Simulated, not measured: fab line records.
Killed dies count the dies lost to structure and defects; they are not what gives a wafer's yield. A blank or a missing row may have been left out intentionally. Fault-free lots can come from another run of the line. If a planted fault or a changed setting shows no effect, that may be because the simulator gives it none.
Split-lot trial / flow n5 finfet / 7 lots, 21 wafers read, on a route of 1938 steps

== THE SPLIT ==
At N5_MOL_CONTACT_COAG_VIA_ETCH_46 (etches SiO2 in C4F6/O2, target depth 46 nm, overetch 9.2 nm, time 40 s), the setting bias w was moved away from the recipe's 455 W on 7 of the 21 wafers read, by -15.9% to +4.8%. The other wafers ran this setting at the recipe's value.

The split's own step is where the reading is taken.

== THE READING ==
rf vpp V, in V, at N5_MOL_CONTACT_COAG_VIA_ETCH_46 (etches SiO2 in C4F6/O2, target depth 46 nm, overetch 9.2 nm, time 40 s). A value of 1602 V with a standard deviation of 28 V is what fault-free wafers of this fab line usually give.

wafer=L076.1; tool, chamber at the split=rie diel-02, 3; bias w as run, W=455; against the recipe=recipe; rf vpp V, V=1586; against lot-mates on the recipe=-
wafer=L076.5; tool, chamber at the split=rie diel-02, 3; bias w as run, W=382.5; against the recipe=-15.9%; rf vpp V, V=1392; against lot-mates on the recipe=-220
wafer=L076.6; tool, chamber at the split=rie diel-02, 0; bias w as run, W=455; against the recipe=recipe; rf vpp V, V=1638; against lot-mates on the recipe=-
wafer=L080.2; tool, chamber at the split=rie diel-02, 1; bias w as run, W=455; against the recipe=recipe; rf vpp V, V=1593; against lot-mates on the recipe=-
wafer=L080.4; tool, chamber at the split=rie diel-02, 1; bias w as run, W=455; against the recipe=recipe; rf vpp V, V=1594; against lot-mates on the recipe=-
wafer=L080.5; tool, chamber at the split=rie diel-02, 0; bias w as run, W=455; against the recipe=recipe; rf vpp V, V=1638; against lot-mates on the recipe=-
wafer=L081.2; tool, chamber at the split=rie diel-01, 1; bias w as run, W=400.4; against the recipe=-12.0%; rf vpp V, V=1482; against lot-mates on the recipe=-137
wafer=L081.3; tool, chamber at the split=rie diel-01, 0; bias w as run, W=455; against the recipe=recipe; rf vpp V, V=1619; against lot-mates on the recipe=-
wafer=L081.4; tool, chamber at the split=rie diel-01, 3; bias w as run, W=400.4; against the recipe=-12.0%; rf vpp V, V=1430; against lot-mates on the recipe=-189
wafer=L084.3; tool, chamber at the split=rie diel-01, 2; bias w as run, W=455; against the recipe=recipe; rf vpp V, V=1617; against lot-mates on the recipe=-
wafer=L084.5; tool, chamber at the split=rie diel-01, 3; bias w as run, W=476.8; against the recipe=+4.8%; rf vpp V, V=1631; against lot-mates on the recipe=+13
wafer=L084.6; tool, chamber at the split=rie diel-01, 0; bias w as run, W=455; against the recipe=recipe; rf vpp V, V=1619; against lot-mates on the recipe=-
wafer=L091.1; tool, chamber at the split=rie diel-01, 1; bias w as run, W=455; against the recipe=recipe; rf vpp V, V=1631; against lot-mates on the recipe=-
wafer=L091.4; tool, chamber at the split=rie diel-01, 1; bias w as run, W=455; against the recipe=recipe; rf vpp V, V=1630; against lot-mates on the recipe=-
wafer=L091.5; tool, chamber at the split=rie diel-01, 3; bias w as run, W=455; against the recipe=recipe; rf vpp V, V=1574; against lot-mates on the recipe=-
wafer=L093.3; tool, chamber at the split=rie diel-01, 1; bias w as run, W=455; against the recipe=recipe; rf vpp V, V=1629; against lot-mates on the recipe=-
wafer=L093.5; tool, chamber at the split=rie diel-01, 1; bias w as run, W=455; against the recipe=recipe; rf vpp V, V=1628; against lot-mates on the recipe=-
wafer=L093.6; tool, chamber at the split=rie diel-01, 0; bias w as run, W=424.5; against the recipe=-6.7%; rf vpp V, V=1563; against lot-mates on the recipe=-66
wafer=L094.1; tool, chamber at the split=rie diel-01, 3; bias w as run, W=422.6; against the recipe=-7.1%; rf vpp V, V=1490; against lot-mates on the recipe=-126
wafer=L094.2; tool, chamber at the split=rie diel-01, 1; bias w as run, W=422.6; against the recipe=-7.1%; rf vpp V, V=1543; against lot-mates on the recipe=-73
wafer=L094.5; tool, chamber at the split=rie diel-01, 2; bias w as run, W=455; against the recipe=recipe; rf vpp V, V=1616; against lot-mates on the recipe=-

FIT RESULTS
A straight line over all 21 wafers: rf vpp V changes by +12.7 V for each +1% of bias w; r = +0.94; the points scatter about the line by 25 V.
The same after taking each lot's own level away (the mean of its wafers on the recipe; 21 wafers): +12.8 V for each +1%; r = +0.95; scatter 24 V.
That fit puts the effect of the largest move of bias w on the reading at 2e+02 V.
Measured against the standard deviation above, the lots' own levels, which go from 1608.3 to 1628.5 V, span 0.7 times it.
Hence the lot-to-lot level has little effect on the slope; both slopes agree.
Check: -202 V against its lot-mates is what the line predicts for one of the wafers moved furthest among these (-15.9%) when that wafer is left out of the fit. Against them it came out at -220 V.
Tool readings at the split's step, against how far the setting was moved: rf vpp V r = +0.94.

== ADDITIONAL SPLITS CARRIED BY THESE WAFERS ==
Other splits were also applied to these wafers ahead of the reading. Each is held against what the fit with the lots' levels taken away leaves over:
other split on the same wafers=N5_SD_EPI_P_ETCH_16 target depth a; wafers away from the commonest value=5; r with rf vpp V (lot level and that fit taken away)=-0.18
other split on the same wafers=N5_HKMG_FIN_ETCH_55 time s; wafers away from the commonest value=5; r with rf vpp V (lot level and that fit taken away)=-0.20
other split on the same wafers=N5_HKMG_FIN_ETCH_58 source w; wafers away from the commonest value=5; r with rf vpp V (lot level and that fit taken away)=+0.13
other split on the same wafers=N5_GATE_CUT_ETCH_58 bias w; wafers away from the commonest value=8; r with rf vpp V (lot level and that fit taken away)=-0.24
other split on the same wafers=N5_GATE_CUT_ALD_22 ald cycles; wafers away from the commonest value=5; r with rf vpp V (lot level and that fit taken away)=-0.09

== THE FILE'S OWN FIT ==
rf vpp V changes by +12.9 V for each +1% of bias w, r = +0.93.
